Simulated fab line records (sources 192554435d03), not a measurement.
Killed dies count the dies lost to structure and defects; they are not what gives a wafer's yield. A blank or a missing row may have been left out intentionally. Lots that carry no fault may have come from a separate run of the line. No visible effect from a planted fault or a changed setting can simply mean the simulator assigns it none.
Which tool did it?	flow n5 finfet	60 wafers from 20 lots sampled at 6 of the route's 1938 steps

## WHAT THE GAUGES SHOWED, per wafer
N5_BEOL_M7_OCD_MEAS_38.
lot	measured	on	trench depth nm (nm)
L077	day 12 22:26	ocd-02	97.7 91.4 90.1
L076	day 13 10:26	ocd-01	91.5 94.8 92.2
L080	day 13 15:56	ocd-01	92.5 95.9 96.1
L078	day 13 19:23	ocd-02	97.4 91.1 97.8
L082	day 14 00:45	ocd-01	93.1 91.6 93.3
L079	day 14 04:29	ocd-01	98.3 91.4 92.1
L086	day 14 13:32	ocd-02	91.8 89.9 91.0
L081	day 15 01:20	ocd-01	90.9 92.6 90.1
L084	day 15 03:34	ocd-01	97.4 91.2 91.2
L083	day 15 03:37	ocd-02	92.1 91.0 91.4
L085	day 15 17:59	ocd-01	93.9 97.7 97.0
L090	day 16 10:30	ocd-02	91.6 93.3 90.5
L089	day 16 21:32	ocd-01	92.1 91.7 95.0
L088	day 17 00:05	ocd-01	95.2 95.7 97.9
L087	day 17 00:32	ocd-02	92.7 92.5 92.5
L091	day 17 05:24	ocd-02	94.2 91.5 89.7
L092	day 17 05:48	ocd-01	91.8 95.6 91.8
L094	day 17 08:44	ocd-02	92.7 93.8 93.1
L093	day 18 05:27	ocd-02	90.9 93.8 96.0
L097	day 18 20:19	ocd-01	92.7 93.4 92.7

## WHICH TOOL RAN EACH LOT (tool, then ch and the chambers of the sampled wafers, then the start)
lot	N5_BEOL_M6_ANNEAL_51	N5_BEOL_M7_DESCUM_16	N5_BEOL_M7_ETCH_62	N5_BEOL_M7_ETCH_72	N5_BEOL_M7_STRIP_36
L077	rtp anneal-02 ch 0, day 12 17:22	rie diel-02 ch 0,1,3, day 12 20:46	rie diel-02 ch 0,1,3, day 12 20:51	rie diel-06 ch 2,3, day 12 22:03	rie diel-06 ch 2,3, day 12 22:14
L076	rtp anneal-01 ch 0, day 13 03:37	rie diel-05 ch 1,2,3, day 13 06:56	rie diel-05 ch 1,2,3, day 13 07:01	rie diel-05 ch 2,3, day 13 10:02	rie diel-05 ch 2,3, day 13 10:14
L080	rtp anneal-02 ch 0, day 13 09:04	rie diel-02 ch 0,2,3, day 13 11:43	rie diel-02 ch 0,2,3, day 13 11:48	rie diel-02 ch 0,3, day 13 15:32	rie diel-02 ch 0,3, day 13 15:44
L078	rtp anneal-02 ch 0, day 13 12:56	rie diel-05 ch 1,2, day 13 17:08	rie diel-05 ch 1,2, day 13 17:13	rie diel-06 ch 0,3, day 13 18:59	rie diel-06 ch 0,3, day 13 19:11
L082	rtp anneal-01 ch 0, day 13 19:56	rie diel-05 ch 0,2,3, day 13 22:35	rie diel-05 ch 0,2,3, day 13 22:40	rie diel-05 ch 0,2, day 14 00:21	rie diel-05 ch 0,2, day 14 00:33
L079	rtp anneal-02 ch 0, day 13 21:59	rie diel-02 ch 0,1, day 14 01:47	rie diel-02 ch 0,1, day 14 01:53	rie diel-06 ch 0,1,3, day 14 04:05	rie diel-06 ch 0,1,3, day 14 04:17
L086	rtp anneal-01 ch 0, day 14 06:17	rie diel-06 ch 1,3, day 14 09:30	rie diel-06 ch 1,3, day 14 09:35	rie diel-05 ch 1,2,3, day 14 13:08	rie diel-05 ch 1,2,3, day 14 13:20
L081	rtp anneal-02 ch 0, day 14 18:01	rie diel-05 ch 2,3, day 14 22:21	rie diel-05 ch 2,3, day 14 22:26	rie diel-02 ch 2,3, day 15 00:57	rie diel-02 ch 2,3, day 15 01:08
L084	rtp anneal-02 ch 0, day 14 22:28	rie diel-06 ch 0,2, day 15 02:01	rie diel-06 ch 0,2, day 15 02:06	rie diel-06 ch 0,1,3, day 15 03:10	rie diel-06 ch 0,1,3, day 15 03:22
L083	rtp anneal-02 ch 0, day 14 23:17	rie diel-02 ch 0,1,3, day 15 02:10	rie diel-02 ch 0,1,3, day 15 02:16	rie diel-05 ch 2,3, day 15 03:13	rie diel-05 ch 2,3, day 15 03:25
L085	rtp anneal-01 ch 0, day 15 04:47	rie diel-06 ch 0,2,3, day 15 15:04	rie diel-06 ch 0,2,3, day 15 15:10	rie diel-06 ch 0,1,3, day 15 17:35	rie diel-06 ch 2,3, day 15 17:47
L090	rtp anneal-01 ch 0, day 16 01:17	rie diel-02 ch 0,2, day 16 08:49	rie diel-02 ch 0,2, day 16 08:54	rie diel-02 ch 2,3, day 16 10:07	rie diel-02 ch 2,3, day 16 10:18
L089	rtp anneal-01 ch 0, day 16 15:16	rie diel-05 ch 2,3, day 16 18:33	rie diel-05 ch 2,3, day 16 18:38	rie diel-05 ch 0,2,3, day 16 21:08	rie diel-05 ch 0,2,3, day 16 21:20
L088	rtp anneal-02 ch 0, day 16 18:37	rie diel-06 ch 1,2, day 16 22:02	rie diel-06 ch 1,2, day 16 22:07	rie diel-06 ch 2,3, day 16 23:41	rie diel-06 ch 2,3, day 16 23:53
L087	rtp anneal-01 ch 0, day 16 21:00	rie diel-02 ch 0,1, day 16 23:04	rie diel-02 ch 0,1, day 16 23:09	rie diel-05 ch 0,3, day 17 00:08	rie diel-05 ch 0,3, day 17 00:20
L091	rtp anneal-01 ch 0, day 16 22:35	rie diel-05 ch 0,2,3, day 17 01:16	rie diel-05 ch 0,2,3, day 17 01:22	rie diel-02 ch 0,1,2, day 17 05:00	rie diel-02 ch 0,1,2, day 17 05:12
L092	rtp anneal-01 ch 0, day 16 22:49	rie diel-05 ch 1,3, day 17 01:51	rie diel-05 ch 1,3, day 17 01:56	rie diel-02 ch 0,1,3, day 17 05:24	rie diel-02 ch 0,1,3, day 17 05:36
L094	rtp anneal-02 ch 0, day 17 02:11	rie diel-02 ch 1,2,3, day 17 05:46	rie diel-02 ch 1,2,3, day 17 05:52	rie diel-05 ch 0,1,2, day 17 08:21	rie diel-05 ch 0,1,2, day 17 08:32
L093	rtp anneal-01 ch 0, day 17 22:52	rie diel-06 ch 0,1,2, day 18 02:36	rie diel-06 ch 0,1,2, day 18 02:41	rie diel-06 ch 1,2,3, day 18 05:03	rie diel-06 ch 1,2,3, day 18 05:15
L097	rtp anneal-02 ch 0, day 18 11:47	rie diel-02 ch 0,2,3, day 18 16:22	rie diel-02 ch 0,2,3, day 18 16:27	rie diel-05 ch 0,2,3, day 18 19:55	rie diel-05 ch 0,2,3, day 18 20:07
- N5_BEOL_M6_ANNEAL_51: time 90 s.
- N5_BEOL_M7_DESCUM_16: chemistry O2, time 7.9 s.
- N5_BEOL_M7_ETCH_62: etches SOC in N2/H2, target depth 110 nm, overetch 22 nm, time 165 s.
- N5_BEOL_M7_ETCH_72: etches underlayer in N2/H2, target depth 6.5 nm, time 5.2 s.
- N5_BEOL_M7_STRIP_36: strips in N2/H2.

## AS READ BY THE TOOLS THEMSELVES (means over the sampled wafers that have a number; for cases with no such wafer, the mark the record gives instead)
N5_BEOL_M6_ANNEAL_51.
lot	tool	wafer_temp_C_max
L077	rtp anneal-02	225.93
L076	rtp anneal-01	226.30
L080	rtp anneal-02	225.82
L078	rtp anneal-02	225.89
L082	rtp anneal-01	226.31
L079	rtp anneal-02	226.04
L086	rtp anneal-01	225.83
L081	rtp anneal-02	225.99
L084	rtp anneal-02	226.19
L083	rtp anneal-02	225.85
L085	rtp anneal-01	226.07
L090	rtp anneal-01	226.46
L089	rtp anneal-01	226.10
L088	rtp anneal-02	226.06
L087	rtp anneal-01	226.15
L091	rtp anneal-01	226.06
L092	rtp anneal-01	225.86
L094	rtp anneal-02	225.91
L093	rtp anneal-01	226.12
L097	rtp anneal-02	226.22

N5_BEOL_M7_DESCUM_16.
lot	tool	drypump motor current A (A)	oes product au (a.u.)	rf vpp V (V)	showerhead plenum p Torr (Torr)	throttle valve pct (%)
L077	rie diel-02	5.6	0.86	244.6	2.16	20.62
L076	rie diel-05	5.8	0.71	243.6	2.09	20.33
L080	rie diel-02	5.2	0.82	243.4	2.13	20.63
L078	rie diel-05	5.9	0.72	244.9	2.16	20.36
L082	rie diel-05	5.6	0.72	242.7	2.05	20.44
L079	rie diel-02	5.9	0.84	245.1	2.23	20.57
L086	rie diel-06	5.9	0.83	243.8	2.14	20.31
L081	rie diel-05	5.9	0.71	241.8	2.04	20.31
L084	rie diel-06	5.6	0.90	242.7	2.04	20.05
L083	rie diel-02	5.6	0.83	244.7	2.15	20.65
L085	rie diel-06	5.8	0.85	243.2	2.07	20.22
L090	rie diel-02	4.9	0.92	244.0	2.18	20.40
L089	rie diel-05	6.0	0.71	244.2	2.10	20.35
L088	rie diel-06	5.5	0.81	243.9	2.14	20.14
L087	rie diel-02	5.4	0.85	244.5	2.22	20.68
L091	rie diel-05	5.6	0.70	242.4	2.04	20.47
L092	rie diel-05	5.7	0.77	242.3	2.02	20.23
L094	rie diel-02	5.7	0.82	243.6	2.12	20.49
L093	rie diel-06	5.6	0.79	242.9	2.09	20.22
L097	rie diel-02	5.2	0.84	243.4	2.12	20.58

N5_BEOL_M7_ETCH_62.
lot	tool	drypump motor current A (A)	h2 flow sccm (sccm)	n2 flow sccm (sccm)	oes product au (a.u.)	rf vpp V (V)	showerhead plenum p Torr (Torr)	throttle valve pct (%)
L077	rie diel-02	5.6	200.7	200.2	0.72	525.9	2.61	18.0
L076	rie diel-05	5.8	199.8	200.4	0.62	524.6	2.58	18.0
L080	rie diel-02	5.2	199.7	200.5	0.69	525.2	2.60	18.1
L078	rie diel-05	5.9	199.6	200.0	0.62	527.1	2.66	18.1
L082	rie diel-05	5.6	200.6	200.7	0.61	522.0	2.50	17.9
L079	rie diel-02	5.9	200.4	199.9	0.71	526.6	2.67	17.8
L086	rie diel-06	5.9	200.1	200.2	0.72	526.2	2.60	17.6
L081	rie diel-05	5.9	199.2	200.1	0.61	521.5	2.50	17.9
L084	rie diel-06	5.6	200.3	200.3	0.75	523.0	2.50	17.6
L083	rie diel-02	5.6	199.9	199.9	0.70	525.9	2.61	18.1
L085	rie diel-06	5.8	199.9	199.9	0.72	523.7	2.54	17.7
L090	rie diel-02	5.0	200.0	199.1	0.76	527.1	2.63	17.7
L089	rie diel-05	6.0	200.1	200.1	0.61	524.7	2.58	18.0
L088	rie diel-06	5.5	199.9	200.0	0.69	525.8	2.58	17.4
L087	rie diel-02	5.3	200.0	200.8	0.71	527.0	2.67	17.9
L091	rie diel-05	5.6	200.0	200.0	0.60	522.2	2.49	18.0
L092	rie diel-05	5.7	200.4	199.2	0.67	521.6	2.48	17.8
L094	rie diel-02	5.7	200.0	200.0	0.69	525.7	2.57	18.0
L093	rie diel-06	5.6	200.3	200.4	0.68	524.1	2.55	17.7
L097	rie diel-02	5.2	200.6	199.6	0.71	524.7	2.58	18.1

N5_BEOL_M7_ETCH_72.
lot	tool	drypump motor current A (A)	etch rf on time s (s)	h2 flow sccm (sccm)	n2 flow sccm (sccm)	oes product au (a.u.)	rf vpp V (V)	showerhead plenum p Torr (Torr)	throttle valve pct (%)
L077	rie diel-06	5.7	5.10	199.8	200.1	0.66	523	2.52	17.8
L076	rie diel-05	5.9	5.15	200.1	200.5	0.63	524	2.51	17.9
L080	rie diel-02	5.1	5.19	199.3	199.9	0.76	525	2.62	18.2
L078	rie diel-06	6.0	5.00	199.8	200.3	0.74	524	2.57	17.9
L082	rie diel-05	5.7	5.16	200.2	200.4	0.62	523	2.58	18.1
L079	rie diel-06	5.8	5.13	199.5	199.9	0.69	525	2.59	17.8
L086	rie diel-05	5.8	5.27	200.7	199.7	0.61	523	2.57	18.1
L081	rie diel-02	5.5	5.45	199.5	199.5	0.71	523	2.52	18.2
L084	rie diel-06	5.8	5.10	200.0	200.1	0.68	526	2.59	17.9
L083	rie diel-05	5.9	5.13	199.4	199.9	0.62	522	2.50	18.0
L085	rie diel-06	5.8	5.19	199.3	200.2	0.68	525	2.59	17.8
L090	rie diel-02	5.2	5.44	199.9	200.0	0.73	524	2.56	17.9
L089	rie diel-05	5.6	5.19	200.1	200.0	0.61	522	2.49	18.0
L088	rie diel-06	5.7	4.99	199.7	200.1	0.78	523	2.51	17.5
L087	rie diel-05	5.2	5.28	199.6	199.9	0.59	520	2.40	18.0
L091	rie diel-02	5.4	5.31	200.2	200.1	0.72	526	2.64	17.8
L092	rie diel-02	5.6	5.34	200.5	200.3	0.68	525	2.60	18.1
L094	rie diel-05	5.6	5.11	200.5	200.7	0.68	523	2.56	18.0
L093	rie diel-06	5.8	5.04	199.9	200.1	0.72	526	2.56	17.5
L097	rie diel-05	5.6	5.18	200.4	199.9	0.59	522	2.49	18.0

N5_BEOL_M7_STRIP_36.
lot	tool	drypump motor current A (A)	h2 flow sccm (sccm)	n2 flow sccm (sccm)	oes product au (a.u.)	rf vpp V (V)	showerhead plenum p Torr (Torr)	throttle valve pct (%)
L077	rie diel-06	5.7	200.2	199.7	0.76	59.6	2.51	23.7
L076	rie diel-05	5.8	200.5	199.8	0.72	59.1	2.50	23.8
L080	rie diel-02	5.1	200.4	200.6	0.91	59.2	2.62	24.2
L078	rie diel-06	6.0	200.1	200.5	0.85	58.8	2.57	23.7
L082	rie diel-05	5.7	200.3	199.9	0.73	59.3	2.58	24.1
L079	rie diel-06	5.8	200.0	200.3	0.80	61.1	2.59	23.6
L086	rie diel-05	5.8	199.4	200.1	0.70	60.1	2.57	23.9
L081	rie diel-02	5.5	199.8	200.4	0.85	58.9	2.52	24.3
L084	rie diel-06	5.8	200.0	200.2	0.79	61.4	2.58	23.6
L083	rie diel-05	5.9	199.7	200.6	0.70	59.3	2.50	23.8
L085	rie diel-06	5.9	199.4	199.4	0.90	59.5	2.54	23.4
L090	rie diel-02	5.3	199.3	199.1	0.88	59.6	2.55	23.9
L089	rie diel-05	5.6	200.1	199.5	0.69	60.3	2.49	23.9
L088	rie diel-06	5.7	199.9	199.3	0.90	59.5	2.51	23.3
L087	rie diel-05	5.3	200.1	199.6	0.68	59.8	2.40	23.8
L091	rie diel-02	5.4	199.6	199.8	0.86	60.8	2.63	23.6
L092	rie diel-02	5.6	200.1	199.7	0.81	59.9	2.60	24.0
L094	rie diel-05	5.6	199.6	199.3	0.79	59.1	2.56	23.9
L093	rie diel-06	5.8	200.5	199.5	0.83	60.8	2.55	23.3
L097	rie diel-05	5.6	199.5	200.1	0.68	59.6	2.48	23.9

## THE ANSWER, worked out from the rows above alone
Rule: what is usual is taken from the lots themselves. Put in order of their means at a reading, lots are off if they are a third of the lots or fewer, leave a main group of 4 or more, and stand apart from it by a gap of 3 or more times the standard deviation of the main group's means; of several such gaps the widest counts. A main group is skipped when, at the precision printed for the reading in the tables above, its means are all equal. A lot without any number at a reading at which 4 lots or more have one is off too. All remaining lots with rows at the step are treated as sound. First the gauges in route order, then the tools' own readings, where a lot's mean is used as printed above. The first step at which some lot is off is used, and at that step the reading that is off furthest; a lot without a number counts as furthest.
Nothing can be told from this: no lot is off at any reading shown.

## WHAT THE SIMULATOR HAD INSERTED
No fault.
